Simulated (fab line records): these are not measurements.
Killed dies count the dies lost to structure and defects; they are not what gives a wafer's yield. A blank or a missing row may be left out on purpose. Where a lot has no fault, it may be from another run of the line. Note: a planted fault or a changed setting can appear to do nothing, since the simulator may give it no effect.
3 desks looking at one fault + flow n5Finfet + each desk holds nothing but its own numbers, with what lay behind them at the end

## THE DEFECT DESK
Lot by lot, what the route's inspections counted, given as the mean of those sampled wafers with a number. Any lot whose mean is over 4 standard deviations away from the usual mean is out of limits and marked OUT; that distance is given in the brackets.
Columns: A = rawDefectCount at N5_BEOL_M15_INSPECT_55, usual 61
| lot  | first seen here | A  |
|------|-----------------|----|
| L466 | day 14 01:16    | 68 |
| L468 | day 14 20:46    | 48 |
| L479 | day 19 04:18    | 60 |
| L476 | day 19 10:20    | 90 |
| L486 | day 20 11:52    | 65 |
| L482 | day 22 01:53    | 76 |
This desk found nothing out of limits on any of the 6 lots.

## DESK OF THE TOOL OWNER: pvdSputter-02
The tool's own readings at N5_MIM_BOT_SPUTTER_00 (material TiN, target thk 35 nm, time 89.7 s): means of the sampled wafers that have a number, for each lot that ran on this tool. Any lot whose mean is over 4 standard deviations away from the usual mean is out of limits and marked OUT; that distance is given in the brackets.
Columns: A = throttleValvePct at N5_MIM_BOT_SPUTTER_00, usual 29.4 %
| lot  | first seen here | A    |
|------|-----------------|------|
| L468 | day 14 22:50    | 28.7 |
| L479 | day 19 06:20    | 29.2 |
| L476 | day 19 13:13    | 28.6 |
This desk found nothing out of limits on any of the 3 lots.

## FROM THE METROLOGY DESK
Lot by lot, what the gauges showed, no matter which tool ran the lot: averages of those sampled wafers that carry a number. Any lot whose mean is over 4 standard deviations away from the usual mean is out of limits and marked OUT; that distance is given in the brackets. Shown here are 7 of its 29 readings, the ones lying furthest out on some lot.
Columns: A = etestTempC at N5_BEOL_M15_RC_MEAS_101, usual 25.01 C; B = COMB_M11 at N5_BEOL_M15_RC_MEAS_101, usual 1.51e-11 S/m; C = COMB_M11_max_site at N5_BEOL_M15_RC_MEAS_101, usual 2.1e-11 S/m; D = COMB_M7 at N5_BEOL_M15_RC_MEAS_101, usual 2.6e-11 S/m; E = SERP_M13 at N5_BEOL_M15_RC_MEAS_101, usual 0.306 ohm/um; F = SERP_M5 at N5_BEOL_M15_RC_MEAS_101, usual 38.3 ohm/um; G = SERP_M8 at N5_BEOL_M15_RC_MEAS_101, usual 13.9 ohm/um
| lot  | first seen here | A     | B        | C       | D       | E     | F    | G    |
|------|-----------------|-------|----------|---------|---------|-------|------|------|
| L466 | day 14 01:06    | 24.98 | 1.50e-11 | 2.0e-11 | 2.5e-11 | 0.308 | 37.7 | 13.1 |
| L468 | day 14 20:34    | 24.81 | 1.44e-11 | 2.1e-11 | 2.9e-11 | 0.304 | 37.9 | 14.4 |
| L479 | day 19 04:08    | 25.08 | 1.92e-11 | 2.6e-11 | 2.8e-11 | 0.306 | 38.3 | 13.5 |
| L476 | day 19 10:10    | 25.00 | 2.04e-11 | 3.0e-11 | 2.1e-11 | 0.304 | 35.9 | 14.1 |
| L486 | day 20 11:43    | 25.05 | 1.34e-11 | 2.0e-11 | 3.8e-11 | 0.314 | 37.8 | 14.1 |
| L482 | day 22 01:43    | 25.04 | 1.53e-11 | 2.2e-11 | 2.4e-11 | 0.317 | 36.6 | 14.9 |
This desk found nothing out of limits on any of the 6 lots.

## ALL TOGETHER
Nothing the defect desk looked at was out of limits.
The tool owner's desk saw nothing out of limits.
Nothing out of limits was seen by the metrology desk.

## WHAT THE SIMULATOR PUT IN
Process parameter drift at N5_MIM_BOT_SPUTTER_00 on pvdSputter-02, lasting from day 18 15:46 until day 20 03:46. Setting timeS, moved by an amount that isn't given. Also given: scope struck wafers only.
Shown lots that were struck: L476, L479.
